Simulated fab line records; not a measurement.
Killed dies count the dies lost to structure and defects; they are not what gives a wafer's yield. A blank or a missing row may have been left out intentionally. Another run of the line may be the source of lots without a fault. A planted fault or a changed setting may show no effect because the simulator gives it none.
Struck lot and sound lot, side by side	flow n5_finfet	14 out of 1938 route steps
Sound: the wafers L142.1, L142.5, L142.6. Wafers struck: L141.2, L141.4, L141.5. At the end, the cause is stated.
Per side, at each step with rows, come the tool, then ch with its chambers, and then its first start. Under that, the readings that differ: sound wafers	struck wafers	difference of the means	sigmas: that difference in standard deviations of wafers without a fault.
alike: readings with means less than 2 such deviations apart, plus words and numbers identical on both sides. not compared: withheld readings, readings lacking a value on some wafer, bounds such as >300 that could conceal the same value, and numbers that have no deviation in the record and whose values overlap.
The two part at a step that has a row with sigmas, a row that says differs or no value, or rows on one side only. Numbers that don't overlap but have no deviation are shown without sigmas and don't part them. A reading that every wafer of one side lacks parts them only if that side has two wafers or more.

N5_PASSIVATION_ETCH_15: etches SiCN in CF4/N2, target depth 75 nm, time 81.2 s.
  sound on rie_diel-04 ch 0,3; struck on rie_diel-05 ch 0,2
  alike: chamber_pressure_mTorr, drypump_motor_current_A, mfc_ar_sccm, oes_product_au, rf_fwd_power_W, rf_vpp_V, showerhead_plenum_p_Torr, throttle_valve_pct
  not compared: rf_hours_counter_h
then, 2 steps without rows for these wafers: N5_PASSIVATION_STRIP_73 (strips in post etch residue remover, time 60 s); N5_PASSIVATION_SRD_17 (time 30 s, dry time 30 s).
N5_PASSIVATION_DEGAS_18: time 60 s.
  sound on pvd_sputter-01, day 16 15:25; struck on pvd_sputter-03, day 17 06:33
  alike: heater_power_w
N5_PASSIVATION_PRE_CLEAN_19:
  sound on pvd_sputter-01, day 16 15:27; struck on pvd_sputter-03, day 17 06:35
  alike: heater_power_w
N5_PASSIVATION_SPUTTER_20: material TaN, target thk 50 nm.
  sound on pvd_sputter-01, day 16 15:29; struck on pvd_sputter-03, day 17 06:38
  alike: throttle_valve_pct
N5_PASSIVATION_AL_DEP_21: deposits Al, target thk 2800 nm, time 170 s.
  sound on pvd_sputter-01, day 16 15:35; struck on pvd_sputter-03, day 17 06:44
reading	sound	struck	difference	sigmas
throttle_valve_pct (%)	28.5 28.4 29.7	31.2 30.1 31.5	+2.1	+2
then, 5 steps without rows for these wafers: N5_PASSIVATION_HMDS_23 (time 60 s); N5_PASSIVATION_COAT_24; N5_PASSIVATION_EBR_26; N5_PASSIVATION_SOFTBAKE_25 (time 90 s); N5_PASSIVATION_EXPOSE_27 (exposes mask PAD, defocus 0 nm).
N5_PASSIVATION_PEB_28:
  struck on litho_track-05, day 17 07:12; sound on litho_track-05 ch 0, day 16 16:04
reading	sound	struck	difference	sigmas
exhaust_pa (Pa)	44.9 44.6 46.1	- - -	no value on the struck wafers	
  not compared: chill_plate_temp_C, peb_time_s
then, 1 step without rows for these wafers: N5_PASSIVATION_DEVELOP_29 (develop time 60 s).

## WHERE THEY PART
First at N5_PASSIVATION_AL_DEP_21; last, within this record, at N5_PASSIVATION_PEB_28.

WHY: what the simulator had put in
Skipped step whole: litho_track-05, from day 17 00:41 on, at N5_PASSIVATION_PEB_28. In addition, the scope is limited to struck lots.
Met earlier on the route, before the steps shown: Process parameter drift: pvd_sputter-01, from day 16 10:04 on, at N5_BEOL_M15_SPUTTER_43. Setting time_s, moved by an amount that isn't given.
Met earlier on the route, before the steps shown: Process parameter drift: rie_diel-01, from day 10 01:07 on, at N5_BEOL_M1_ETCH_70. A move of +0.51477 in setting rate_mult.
